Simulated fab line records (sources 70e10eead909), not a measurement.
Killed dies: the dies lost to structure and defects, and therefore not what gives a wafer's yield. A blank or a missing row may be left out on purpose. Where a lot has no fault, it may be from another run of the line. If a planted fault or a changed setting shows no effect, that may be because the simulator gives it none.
fab line records + flow nandHarc + part 2 of 2: steps 5 to 6 of 6
record:
- lots: 23
- wafers: 69
- lastDay: 24
route steps=1159 shown A_CONTACT@854
lots untouched by any fault: they come from a run of this same line in which no faults occurred
startH: the number of hours between the record's first day and the start of the first shown wafer of the lot + waitH: hours since the lot's step before + " as in the row above + L1.1+2: a row that stands for several wafers + - no value, or no start was given + * or withheld: withheld + < > ~ a bound
route shown NAME@n: a module of which the file shows steps, and the number in the route of the first + usual: average and standard deviation across the fault-free wafers + same: alike in all rows + chamber/n: place in a boat + sites: readings site by site + _std_site: standard deviation of those values + _edge_site: mean of outer sites minus mean of inner sites + radiusMm: for every site, how far away it sits from the centre of the wafer + mask NAME#n: copy n + behind: the most recent tool/chamber to have shaped the wafer + hold: why the lot was held/for how many hours/how that ended + device: the transistor (n, p or np) that didn't switch + end of line: at the end of the route, the tests of the same wafers + a step without rows: its recipe alone + killed: the dies lost at the first sort to structure and to defects; this is not the yield of the wafer + map: a wafer's dies, marking killed ones x, the rest . and places with no die _
set.NAME: the run value of the setting; set.NAME@STEP: its run value at that earlier step + model.NAME: the simulator's own value behind a step, which no gauge read
route steps across a sampled set of lots; one table per step, one row per wafer
services: a tool's chamber out of use, with start hour (startH, from the record's first day; less than 0 if before it), hours out, and reason
== steps ==
step: NHARC_A_CONTACT_ETCH_76
recipe:
- targetDepthA: 2600
- overEtchFrac: 0.3
- timeS: 475.3
- ionEnergyEv: 200
- n2FlowSccm: 150
- h2FlowSccm: 150
- arFlowSccm: 0
- rfW: 400
- biasW: 150
- chemistry: N2/H2
usual:
- drypumpMotorCurrentA: 5.8/0.49
- oesProductAu: 1.000/0.01
- rfFwdPowerW: 399.2/1.2
- rfVppV: 430.9/2.6
- showerheadPlenumPTorr: 2.05/0.092
- throttleValvePct: 14.172/0.0091
| lot.wafer | tool       | chamber | startH | waitH | drypumpMotorCurrentA | oesProductAu | rfFwdPowerW | rfHoursCounterH | rfVppV | showerheadPlenumPTorr | throttleValvePct |
|-----------|------------|---------|--------|-------|----------------------|--------------|-------------|-----------------|--------|-----------------------|------------------|
| L075.1    | rieDiel-01 | 1       | -      | -     | 5.6                  | 1.015        | 401.0       | 19              | 430.8  | 2.04                  | 14.171           |
| L075.2    | "          | 3       | "      | "     | 5.1                  | 0.985        | 400.9       | 20              | 431.8  | 2.08                  | 14.169           |
| L075.4    | "          | 0       | "      | "     | 6.0                  | 0.989        | 397.2       | 18              | 434.2  | 2.19                  | 14.167           |
| L074.1    | rieDiel-07 | 0       | -      | -     | 5.7                  | 0.992        | 399.7       | 28              | 428.0  | 1.92                  | 14.170           |
| L074.6    | "          | 1       | "      | "     | 5.4                  | 0.997        | 399.7       | -               | 434.5  | 2.16                  | 14.167           |
| L074.5    | "          | 2       | "      | "     | 5.5                  | 1.004        | 399.1       | -               | 427.9  | 1.97                  | 14.157           |
| L079.1    | rieDiel-07 | 2       | -      | -     | 5.5                  | 0.999        | 400.9       | 32              | 429.7  | 1.97                  | 14.171           |
| L079.5    | "          | 1       | "      | "     | 5.4                  | 0.993        | 400.4       | -               | 433.7  | 2.16                  | 14.177           |
| L079.4    | "          | 2       | "      | "     | 5.5                  | 1.010        | 397.9       | -               | 426.9  | 1.96                  | 14.169           |
| L076.4    | rieDiel-01 | 3       | -      | -     | 5.0                  | 0.996        | 400.1       | 26              | 432.1  | 2.08                  | 14.179           |
| L076.3    | "          | 1       | "      | "     | 5.7                  | 1.013        | 399.2       | 24              | 431.2  | 2.04                  | 14.186           |
| L076.5    | "          | 3       | "      | "     | 5.0                  | 0.991        | 397.4       | -               | 431.9  | 2.08                  | 14.163           |
| L077.4    | rieDiel-01 | 1       | -      | -     | 5.6                  | 1.015        | 398.1       | 26              | 430.1  | 2.03                  | 14.155           |
| L077.3    | "          | 2       | "      | "     | 5.5                  | 0.991        | 399.7       | 25              | 430.3  | 2.00                  | 14.168           |
| L077.2    | "          | 3       | "      | "     | 5.0                  | 1.003        | 398.2       | 27              | 430.2  | 2.08                  | 14.181           |
| L080.3    | rieDiel-08 | 2       | -      | -     | 5.6                  | 0.998        | 399.0       | 41              | 435.6  | 2.20                  | 14.173           |
| L080.5    | "          | 3       | "      | "     | 6.0                  | 0.979        | 398.1       | -               | 431.4  | 2.09                  | 14.175           |
| L080.6    | "          | 0       | "      | "     | 5.5                  | 0.987        | 397.3       | -               | 431.6  | 2.07                  | 14.181           |
| L081.4    | rieDiel-07 | 3       | -      | -     | 6.8                  | 1.008        | 399.6       | 0               | 431.7  | 2.14                  | 14.174           |
| L081.3    | "          | 0       | "      | "     | 5.7                  | 1.003        | 399.3       | 0               | 426.7  | 1.92                  | 14.193           |
| L081.6    | "          | 3       | "      | "     | 6.8                  | 1.005        | 397.9       | -               | 432.2  | 2.14                  | 14.169           |
| L078.4    | rieDiel-07 | 0       | -      | -     | 5.7                  | 1.005        | 396.7       | 1               | 427.8  | 1.92                  | 14.184           |
| L078.2    | "          | 1       | "      | "     | 5.4                  | 0.993        | 398.9       | 1               | 432.6  | 2.16                  | 14.187           |
| L078.5    | "          | 3       | "      | "     | 6.8                  | 1.000        | 398.5       | -               | 432.7  | 2.14                  | 14.178           |
| L082.3    | rieDiel-07 | 2       | -      | -     | 5.5                  | 1.013        | 399.0       | 3               | 428.3  | 1.96                  | 14.176           |
| L082.2    | "          | 1       | "      | "     | 5.4                  | 0.995        | 400.0       | 2               | 432.9  | 2.16                  | 14.161           |
| L082.6    | "          | 2       | "      | "     | 5.5                  | 1.009        | 400.3       | -               | 429.5  | 1.96                  | 14.172           |
| L083.2    | rieDiel-01 | 2       | -      | -     | 5.5                  | 0.975        | 396.9       | 36              | 429.9  | 2.00                  | 14.184           |
| L083.1    | "          | 3       | "      | "     | 5.1                  | 0.987        | 399.7       | 39              | 432.7  | 2.07                  | 14.161           |
| L083.5    | "          | 1       | "      | "     | 5.6                  | 1.009        | 399.6       | -               | 430.4  | 2.03                  | 14.177           |
| L086.2    | rieDiel-07 | 2       | -      | -     | 5.5                  | 1.014        | 396.9       | 5               | 429.1  | 1.96                  | 14.160           |
| L086.4    | "          | 3       | "      | "     | 6.8                  | 1.006        | 399.9       | 5               | 432.1  | 2.14                  | 14.170           |
| L086.3    | "          | 1       | "      | "     | 5.4                  | 0.990        | 400.0       | 4               | 432.1  | 2.16                  | 14.178           |
| L085.3    | rieDiel-08 | 1       | -      | -     | 5.2                  | 1.011        | 400.2       | 63              | 428.0  | 1.97                  | 14.169           |
| L085.1    | "          | 2       | "      | "     | 5.7                  | 0.995        | 401.0       | 61              | 434.2  | 2.20                  | 14.182           |
| L085.4    | "          | 3       | "      | "     | 6.0                  | 0.999        | 400.5       | 57              | 431.7  | 2.09                  | 14.158           |
| L087.2    | rieDiel-07 | 3       | -      | -     | 6.8                  | 1.008        | 400.6       | 8               | 432.8  | 2.14                  | 14.181           |
| L087.3    | "          | 0       | "      | "     | 5.7                  | 1.014        | 397.5       | 7               | 427.4  | 1.91                  | 14.164           |
| L087.1    | "          | 2       | "      | "     | 5.5                  | 1.015        | 399.4       | 7               | 427.9  | 1.96                  | 14.177           |
| L088.2    | rieDiel-01 | 2       | -      | -     | 5.5                  | 0.981        | 398.3       | 54              | 428.7  | 1.99                  | 14.181           |
| L088.3    | "          | 3       | "      | "     | 5.0                  | 0.993        | 400.7       | 55              | 430.9  | 2.07                  | 14.166           |
| L088.6    | "          | 1       | "      | "     | 5.6                  | 1.004        | 399.3       | -               | 428.9  | 2.02                  | 14.161           |
| L092.4    | rieDiel-01 | 2       | -      | -     | 5.5                  | 0.992        | 399.2       | 54              | 429.5  | 1.99                  | 14.176           |
| L092.2    | "          | 3       | "      | "     | 5.0                  | 1.013        | 400.0       | 55              | 432.2  | 2.07                  | 14.171           |
| L092.5    | "          | 3       | "      | "     | 5.0                  | 1.006        | 400.9       | -               | 430.9  | 2.07                  | 14.175           |
| L089.4    | rieDiel-08 | 3       | -      | -     | 6.0                  | 1.012        | 400.9       | 64              | 432.3  | 2.08                  | 14.182           |
| L089.2    | "          | 0       | "      | "     | 5.5                  | 0.999        | 399.0       | 64              | 430.7  | 2.06                  | 14.161           |
| L089.5    | "          | 2       | "      | "     | 5.7                  | 0.988        | 399.5       | -               | 434.5  | 2.19                  | 14.165           |
| L090.2    | rieDiel-08 | 3       | -      | -     | 6.0                  | 1.003        | 398.9       | 66              | 431.7  | 2.08                  | 14.181           |
| L090.3    | "          | 0       | "      | "     | 5.6                  | 1.006        | 399.9       | 66              | 431.8  | 2.06                  | 14.163           |
| L090.6    | "          | 3       | "      | "     | 6.0                  | 1.007        | 400.3       | -               | 432.4  | 2.08                  | 14.184           |
| L091.3    | rieDiel-07 | 3       | -      | -     | 6.8                  | 0.999        | 400.2       | 14              | 432.2  | 2.13                  | 14.163           |
| L091.4    | "          | 0       | "      | "     | 5.7                  | 1.009        | 397.7       | 13              | 425.9  | 1.91                  | 14.172           |
| L091.6    | "          | 3       | "      | "     | 6.8                  | 1.000        | 400.4       | -               | 433.6  | 2.13                  | 14.171           |
| L093.3    | rieDiel-07 | 0       | -      | -     | 5.7                  | 1.009        | 398.1       | 15              | 427.8  | 1.91                  | 14.185           |
| L093.2    | "          | 1       | "      | "     | 5.4                  | 0.993        | 401.9       | 13              | 433.3  | 2.16                  | 14.160           |
| L093.5    | "          | 3       | "      | "     | 6.8                  | 0.996        | 397.4       | -               | 432.4  | 2.13                  | 14.171           |
| L094.1    | rieDiel-07 | 0       | -      | -     | 5.7                  | 1.021        | 401.3       | 18              | 426.3  | 1.91                  | 14.174           |
| L094.4    | "          | 1       | "      | "     | 5.4                  | 1.002        | 397.4       | 15              | 433.4  | 2.16                  | 14.162           |
| L094.6    | "          | 0       | "      | "     | 5.7                  | 1.015        | 401.8       | -               | 427.1  | 1.91                  | 14.180           |
| L096.4    | rieDiel-07 | 3       | -      | -     | 6.8                  | 0.999        | 398.7       | 21              | 433.6  | 2.13                  | 14.180           |
| L096.1    | "          | 0       | "      | "     | 5.7                  | 1.009        | 398.8       | 20              | 426.7  | 1.91                  | 14.162           |
| L096.6    | "          | 0       | "      | "     | 5.7                  | 1.009        | 399.7       | -               | 426.8  | 1.91                  | 14.161           |
| L095.4    | rieDiel-01 | 2       | -      | -     | 5.5                  | 0.992        | 400.1       | 7               | 428.4  | 1.99                  | 14.175           |
| L095.1    | "          | 0       | "      | "     | 6.0                  | 1.010        | 398.1       | 7               | 434.1  | 2.17                  | 14.180           |
| L095.6    | "          | 1       | "      | "     | 5.6                  | 1.024        | 399.3       | -               | 430.0  | 2.02                  | 14.196           |
| L097.1    | rieDiel-07 | 2       | -      | -     | 5.5                  | 1.000        | 398.8       | 20              | 429.2  | 1.96                  | 14.169           |
| L097.4    | "          | 1       | "      | "     | 5.4                  | 1.001        | 400.7       | 19              | 435.2  | 2.15                  | 14.171           |
| L097.6    | "          | 2       | "      | "     | 5.5                  | 1.006        | 397.7       | -               | 429.2  | 1.96                  | 14.186           |
step: NHARC_A_CONTACT_ETCH_133
recipe:
- sourceW: withheld
- pressureMtorr: 20
- biasV: 400
- timeS: 195
- targetDepthA: 8400
- arFlowSccm: withheld
- c4f8FlowSccm: 11.5
- o2FlowSccm: 7.2
- chemistry: C4F8/O2/Ar
| lot.wafer | tool          | chamber | startH | waitH | rfHoursCounterH |
|-----------|---------------|---------|--------|-------|-----------------|
| L075.2    | harCapEtch-02 | 0       | 378.68 | 0.1   | 10              |
| L075.1    | "             | 1       | "      | "     | 10              |
| L075.4    | "             | 0       | "      | "     | -               |
| L074.1    | harCapEtch-03 | 0       | 379.49 | 0.1   | 83              |
| L074.6    | "             | 1       | "      | "     | -               |
| L074.5    | "             | 0       | "      | "     | -               |
| L079.1    | harCapEtch-02 | 0       | 390.06 | 0.1   | 13              |
| L079.4    | "             | 1       | "      | "     | -               |
| L079.5    | "             | 1       | "      | "     | -               |
| L076.4    | harCapEtch-03 | 1       | 391.40 | 0.2   | -               |
| L076.3    | "             | 0       | "      | "     | -               |
| L076.5    | "             | 0       | "      | "     | -               |
| L077.2    | harCapEtch-01 | 0       | 396.27 | 0.1   | 62              |
| L077.3    | "             | 0       | "      | "     | -               |
| L077.4    | "             | 1       | "      | "     | -               |
| L080.3    | harCapEtch-03 | 0       | 407.42 | 0.2   | -               |
| L080.5    | "             | 0       | "      | "     | -               |
| L080.6    | "             | 1       | "      | "     | -               |
| L081.4    | harCapEtch-02 | 1       | 418.55 | 0.2   | -               |
| L081.3    | "             | 0       | "      | "     | -               |
| L081.6    | "             | 1       | "      | "     | -               |
| L078.2    | harCapEtch-01 | 1       | 420.07 | 0.1   | 65              |
| L078.4    | "             | 1       | "      | "     | -               |
| L078.5    | "             | 0       | "      | "     | -               |
| L082.2    | harCapEtch-01 | 0       | 433.26 | 0.1   | 67              |
| L082.3    | "             | 1       | "      | "     | -               |
| L082.6    | "             | 1       | "      | "     | -               |
| L083.1    | harCapEtch-02 | 1       | 433.69 | 0.1   | 20              |
| L083.2    | "             | 0       | "      | "     | 20              |
| L083.5    | "             | 0       | "      | "     | -               |
| L086.2    | harCapEtch-03 | 0       | 447.79 | 0.1   | 93              |
| L086.4    | "             | 0       | "      | "     | -               |
| L086.3    | "             | 1       | "      | "     | -               |
| L085.1    | harCapEtch-01 | 1       | 457.99 | 0.1   | 71              |
| L085.4    | "             | 0       | "      | "     | -               |
| L085.3    | "             | 1       | "      | "     | -               |
| L087.1    | harCapEtch-02 | 1       | 461.63 | 0.1   | 24              |
| L087.2    | "             | 0       | "      | "     | 24              |
| L087.3    | "             | 0       | "      | "     | -               |
| L088.2    | harCapEtch-02 | 1       | 473.62 | 0.1   | 28              |
| L088.3    | "             | 0       | "      | "     | -               |
| L088.6    | "             | 0       | "      | "     | -               |
| L092.2    | harCapEtch-03 | 1       | 475.00 | 0.1   | 99              |
| L092.4    | "             | 1       | "      | "     | -               |
| L092.5    | "             | 0       | "      | "     | -               |
| L089.2    | harCapEtch-02 | 1       | 477.18 | 0.1   | 29              |
| L089.4    | "             | 0       | "      | "     | -               |
| L089.5    | "             | 0       | "      | "     | -               |
| L090.2    | harCapEtch-03 | 0       | 478.35 | 0.1   | 101             |
| L090.3    | "             | 1       | "      | "     | -               |
| L090.6    | "             | 1       | "      | "     | -               |
| L091.3    | harCapEtch-03 | 0       | 485.10 | 0.2   | -               |
| L091.4    | "             | 1       | "      | "     | -               |
| L091.6    | "             | 1       | "      | "     | -               |
| L093.2    | harCapEtch-01 | 0       | 493.54 | 0.1   | 78              |
| L093.3    | "             | 0       | "      | "     | -               |
| L093.5    | "             | 0       | "      | "     | -               |
| L094.1    | harCapEtch-02 | 0       | 509.56 | 0.1   | 34              |
| L094.4    | "             | 1       | "      | "     | -               |
| L094.6    | "             | 1       | "      | "     | -               |
| L096.1    | harCapEtch-03 | 0       | 514.81 | 0.1   | 106             |
| L096.4    | "             | 1       | "      | "     | -               |
| L096.6    | "             | 0       | "      | "     | -               |
| L095.1    | harCapEtch-02 | 1       | 515.55 | 0.1   | 35              |
| L095.4    | "             | 0       | "      | "     | -               |
| L095.6    | "             | 1       | "      | "     | -               |
| L097.1    | harCapEtch-02 | 1       | 521.12 | 0.1   | 36              |
| L097.4    | "             | 1       | "      | "     | -               |
| L097.6    | "             | 0       | "      | "     | -               |
== services ==
| tool       | chamber | startH | hours | kind      |
|------------|---------|--------|-------|-----------|
| rieDiel-07 | -       | 350.15 | 0.6   | repair    |
| rieDiel-07 | 0       | 359.87 | -     | clean     |
| rieDiel-07 | 1       | 359.87 | -     | clean     |
| rieDiel-07 | 2       | 359.87 | -     | clean     |
| rieDiel-07 | 3       | 359.87 | -     | clean     |
| rieDiel-07 | 3       | 381.67 | 14.3  | repair    |
| rieDiel-07 | 0       | 384.37 | -     | clean     |
| rieDiel-07 | 1       | 384.37 | -     | clean     |
| rieDiel-07 | 2       | 384.37 | -     | clean     |
| rieDiel-07 | -       | 405.20 | 9.0   | pm        |
| rieDiel-07 | 0       | 405.20 | 9.0   | ventCycle |
| rieDiel-07 | 1       | 405.20 | 9.0   | ventCycle |
| rieDiel-07 | 2       | 405.20 | 9.0   | ventCycle |
| rieDiel-07 | 3       | 405.20 | 9.0   | ventCycle |
| rieDiel-07 | 0       | 414.20 | -     | clean     |
| rieDiel-07 | 1       | 414.20 | -     | clean     |
| rieDiel-07 | 2       | 414.20 | -     | clean     |
| rieDiel-07 | 3       | 414.20 | -     | clean     |
| rieDiel-07 | 0       | 438.89 | -     | clean     |
| rieDiel-07 | 1       | 438.89 | -     | clean     |
| rieDiel-08 | -       | 478.86 | 9.0   | pm        |
| rieDiel-01 | -       | 492.38 | 9.0   | pm        |
| rieDiel-08 | -       | 507.67 | 1.1   | repair    |
| rieDiel-08 | 1       | 509.02 | 4.3   | repair    |
